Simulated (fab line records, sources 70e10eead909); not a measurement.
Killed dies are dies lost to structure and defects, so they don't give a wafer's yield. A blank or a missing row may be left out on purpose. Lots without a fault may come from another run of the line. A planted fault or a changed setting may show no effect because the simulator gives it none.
Which tool did it? | flow nand_harc | 13 lots, 37 wafers sampled, at 4 steps of a route of 1302

WHAT THE GAUGES READ, wafer by wafer
The record holds no reading of a measuring or inspecting step that can be judged against a usual standard deviation.

WHICH TOOL RAN EACH LOT (tool, then ch and the chambers of the sampled wafers, then the start)
lot  | NHARC_A_STAIRCASE_STRIP_476        | NHARC_A_STAIRCASE_DEP_417       | NHARC_A_STAIRCASE_DEP_151       | NHARC_A_SGD_CUT_ETCHBACK_24
L981 | rie_diel-09 ch 0,1, day 18 01:00   | pecvd-04 ch 0,1,2, day 18 01:08 | pecvd-03 ch 0,2, day 18 12:28   | rie_diel-10 ch 0,1,3, day 20 01:29
L979 | rie_diel-09 ch 0,1,2, day 18 02:24 | pecvd-03 ch 0,1,2, day 18 02:29 | pecvd-04 ch 0,2, day 18 11:58   | rie_diel-01 ch 1,2,3, day 20 01:27
L982 | rie_diel-09 ch 0,1,2, day 19 11:37 | pecvd-02 ch 0,1,2, day 19 11:42 | pecvd-02 ch 0,1, day 20 00:28   | rie_diel-01 ch 1,2, day 21 22:06
L985 | rie_diel-02 ch 0,1,2, day 19 16:54 | pecvd-02 ch 1,2, day 19 17:02   | pecvd-02 ch 0,1, day 20 04:10   | rie_diel-10 ch 1,2,3, day 21 22:06
L986 | rie_diel-02 ch 1,2,3, day 20 05:49 | pecvd-02 ch 0,1,2, day 20 06:02 | pecvd-03 ch 0,1,2, day 20 17:01 | rie_diel-07 ch 0,1,3, day 22 12:22
L988 | rie_diel-09 ch 1,2,3, day 21 14:45 | pecvd-02 ch 0,1, day 21 14:50   | pecvd-03 ch 0,1,2, day 22 00:37 | rie_diel-01 ch 1,2, day 23 19:28
L990 | rie_diel-12 ch 0,1, day 21 20:25   | pecvd-04 ch 0,1,2, day 21 20:31 | pecvd-02 ch 0,2, day 22 07:08   | rie_diel-10 ch 0,2,3, day 24 02:08
L992 | rie_diel-02 ch 2, day 22 18:26     | pecvd-02 ch 0, day 22 18:38     | pecvd-03 ch 2, day 23 05:47     | rie_diel-10 ch 3, day 24 22:02
L996 | rie_diel-02 ch 0,2,3, day 25 06:40 | pecvd-03 ch 0,1, day 25 06:48   | pecvd-04 ch 0,1,2, day 25 17:34 | rie_diel-01 ch 0,2,3, day 27 12:26
L998 | rie_diel-02 ch 0,1,3, day 25 09:24 | pecvd-02 ch 0,1,2, day 25 09:29 | pecvd-03 ch 1,2, day 25 17:34   | rie_diel-07 ch 0,2,3, day 27 12:34
L100 | rie_diel-12 ch 0,1,2, day 25 18:43 | pecvd-04 ch 0,1, day 25 18:48   | pecvd-04 ch 0,1, day 26 06:56   | rie_diel-01 ch 1,2, day 28 06:38
L999 | rie_diel-12 ch 0,2,3, day 25 19:15 | pecvd-04 ch 0,1, day 25 19:26   | pecvd-03 ch 0,2, day 26 06:56   | rie_diel-10 ch 2,3, day 28 06:40
L102 | rie_diel-09 ch 0,1,3, day 26 15:35 | pecvd-02 ch 0,1,2, day 26 15:41 | pecvd-04 ch 1,2, day 27 02:07   | rie_diel-01 ch 0,2, day 28 17:52
- NHARC_A_STAIRCASE_STRIP_476: strips in O2, time 20 s.
- NHARC_A_STAIRCASE_DEP_417: deposits Si3N4, target thk 60 nm.
- NHARC_A_STAIRCASE_DEP_151: deposits SiO2, target thk 7200 nm.
- NHARC_A_SGD_CUT_ETCHBACK_24: etches the open film in CH3F/O2, target depth 50 nm, time 92.857 s.

WHAT THE TOOLS THEMSELVES READ (means of the sampled wafers that have a number; where no wafer has one, the mark that the record gives instead)
NHARC_A_STAIRCASE_STRIP_476. Usual: drypump_motor_current_A 5.7 A, standard deviation 0.53; o2_flow_sccm 500.0 sccm, standard deviation 1.4; oes_product_au 0.999 a.u., standard deviation 0.012; rf_vpp_V 57.6 V, standard deviation 0.99; showerhead_plenum_p_Torr 3.49 Torr, standard deviation 0.13; throttle_valve_pct 17.038 %, standard deviation 0.0092.
lot  | tool        | drypump_motor_current_A (A) | o2_flow_sccm (sccm) | oes_product_au (a.u.) | rf_vpp_V (V) | showerhead_plenum_p_Torr (Torr) | throttle_valve_pct (%) | flag
L981 | rie_diel-09 | 5.5                         | 499.8               | 0.993                 | 57.3         | 3.62                            | 17.039                 |
L979 | rie_diel-09 | 5.5                         | 499.0               | 1.006                 | 56.8         | 3.59                            | 17.033                 |
L982 | rie_diel-09 | 5.5                         | 501.0               | 0.994                 | 58.4         | 3.59                            | 17.036                 |
L985 | rie_diel-02 | 5.4                         | 498.9               | 1.003                 | 56.2         | 3.35                            | 17.039                 |
L986 | rie_diel-02 | 5.6                         | 499.8               | 1.003                 | 57.7         | 3.38                            | 17.042                 |
L988 | rie_diel-09 | 5.9                         | 499.4               | 0.992                 | 58.0         | 3.62                            | 17.021                 |
L990 | rie_diel-12 | 6.3                         | 501.0               | 0.997                 | 56.8         | 3.39                            | 17.026                 |
L992 | rie_diel-02 | 4.7                         | 499.6               | 1.006                 | 58.4         | 3.44                            | 17.036                 |
L996 | rie_diel-02 | 5.5                         | 499.4               | 0.994                 | 58.2         | 3.53                            | 17.037                 |
L998 | rie_diel-02 | 5.9                         | 499.9               | 0.996                 | 57.3         | 3.49                            | 17.049                 |
L100 | rie_diel-12 | 6.3                         | 501.4               | 1.005                 | 57.4         | 3.38                            | 17.044                 |
L999 | rie_diel-12 | 6.0                         | 501.1               | 1.005                 | 56.6         | 3.38                            | 17.038                 |
L102 | rie_diel-09 | 5.8                         | 500.3               | 0.992                 | 57.8         | 3.58                            | 17.032                 |

NHARC_A_STAIRCASE_DEP_417. Usual: heater_power_w 667 W, standard deviation 94; rf_fwd_power_W 449.1 W, standard deviation 1.2.
lot  | tool     | heater_power_w (W) | rf_fwd_power_W (W) | flag
L981 | pecvd-04 | 647                | 447.5              |
L979 | pecvd-03 | 733                | 450.1              |
L982 | pecvd-02 | 696                | 449.7              |
L985 | pecvd-02 | 595                | 449.7              |
L986 | pecvd-02 | 657                | 449.4              |
L988 | pecvd-02 | 665                | 449.9              |
L990 | pecvd-04 | 645                | 448.7              |
L992 | pecvd-02 | 719                | 448.9              |
L996 | pecvd-03 | 704                | 449.9              |
L998 | pecvd-02 | 668                | 448.3              |
L100 | pecvd-04 | 748                | 448.9              |
L999 | pecvd-04 | 678                | 448.2              |
L102 | pecvd-02 | 702                | 449.1              |

NHARC_A_STAIRCASE_DEP_151. Usual: heater_power_w 614 W, standard deviation 94; rf_fwd_power_W 499.7 W, standard deviation 1.3.
lot  | tool     | heater_power_w (W) | rf_fwd_power_W (W) | flag
L981 | pecvd-03 | 662                | 499.5              |
L979 | pecvd-04 | 590                | 499.3              |
L982 | pecvd-02 | 616                | 499.0              |
L985 | pecvd-02 | 601                | 499.2              |
L986 | pecvd-03 | 596                | 500.2              |
L988 | pecvd-03 | 654                | 499.9              |
L990 | pecvd-02 | 670                | 499.9              |
L992 | pecvd-03 | 770                | 499.4              |
L996 | pecvd-04 | 599                | 499.8              |
L998 | pecvd-03 | 669                | 499.2              |
L100 | pecvd-04 | 623                | 500.8              |
L999 | pecvd-03 | 637                | 498.7              |
L102 | pecvd-04 | 565                | 500.6              |

NHARC_A_SGD_CUT_ETCHBACK_24. Usual: drypump_motor_current_A 5.9 A, standard deviation 0.41; o2_flow_sccm 30.00 sccm, standard deviation 0.1; oes_product_au 0.97 a.u., standard deviation 0.037; rf_fwd_power_W 496.6 W, standard deviation 1.9; rf_vpp_V 244.5 V, standard deviation 1.6; showerhead_plenum_p_Torr 2.46 Torr, standard deviation 0.1; throttle_valve_pct 20.664 %, standard deviation 0.0086.
lot  | tool        | drypump_motor_current_A (A) | o2_flow_sccm (sccm) | oes_product_au (a.u.) | rf_fwd_power_W (W) | rf_vpp_V (V) | showerhead_plenum_p_Torr (Torr) | throttle_valve_pct (%) | flag
L981 | rie_diel-10 | 5.7                         | 29.90               | 0.93                  | 497.2              | 243.8        | 2.44                            | 20.666                 |
L979 | rie_diel-01 | 6.1                         | 30.01               | 1.02                  | 496.6              | 244.4        | 2.44                            | 20.661                 |
L982 | rie_diel-01 | 5.8                         | 30.01               | 1.01                  | 498.1              | 245.5        | 2.51                            | 20.658                 |
L985 | rie_diel-10 | 5.6                         | 29.96               | 0.93                  | 496.5              | 242.5        | 2.42                            | 20.659                 |
L986 | rie_diel-07 | 5.6                         | 30.05               | 1.01                  | 496.6              | 245.1        | 2.50                            | 20.662                 |
L988 | rie_diel-01 | 5.8                         | 29.98               | 0.93                  | 498.1              | 244.6        | 2.51                            | 20.663                 |
L990 | rie_diel-10 | 5.8                         | 30.03               | 0.97                  | 495.3              | 245.4        | 2.48                            | 20.665                 |
L992 | rie_diel-10 | 5.9                         | 30.01               | 0.82                  | 501.1              | 245.2        | 2.53                            | 20.673                 | OFF
L996 | rie_diel-01 | 6.3                         | 29.94               | 0.93                  | 496.9              | 244.7        | 2.41                            | 20.672                 |
L998 | rie_diel-07 | 6.0                         | 30.07               | 0.92                  | 496.5              | 244.5        | 2.49                            | 20.655                 |
L100 | rie_diel-01 | 6.2                         | 30.05               | 1.01                  | 498.3              | 242.7        | 2.40                            | 20.674                 |
L999 | rie_diel-10 | 5.8                         | 29.90               | 0.98                  | 498.5              | 244.3        | 2.49                            | 20.665                 |
L102 | rie_diel-01 | 6.4                         | 30.00               | 0.92                  | 496.4              | 243.1        | 2.39                            | 20.667                 |

THE ANSWER, worked out from the rows above alone
Rule: a lot is off if the mean of its wafers that have a number lies more than 3 standard deviations from the usual mean. A lot without any number at a reading at which 4 lots or more have one is off too. The other lots that the step has rows for count as sound. The gauges are gone through in route order, then the tools' own readings, and for those a lot's mean is taken as printed above. The first step at which some lot is off is used, and at that step the reading that is off furthest; a lot without a number counts as furthest.
Off: L992, at NHARC_A_SGD_CUT_ETCHBACK_24 (oes_product_au).
A tool fits if, at that step or a process step before it, it ran every lot that is off, and no sound lot after the first of them. None of those tried fits.

WHAT THE SIMULATOR HAD PUT IN
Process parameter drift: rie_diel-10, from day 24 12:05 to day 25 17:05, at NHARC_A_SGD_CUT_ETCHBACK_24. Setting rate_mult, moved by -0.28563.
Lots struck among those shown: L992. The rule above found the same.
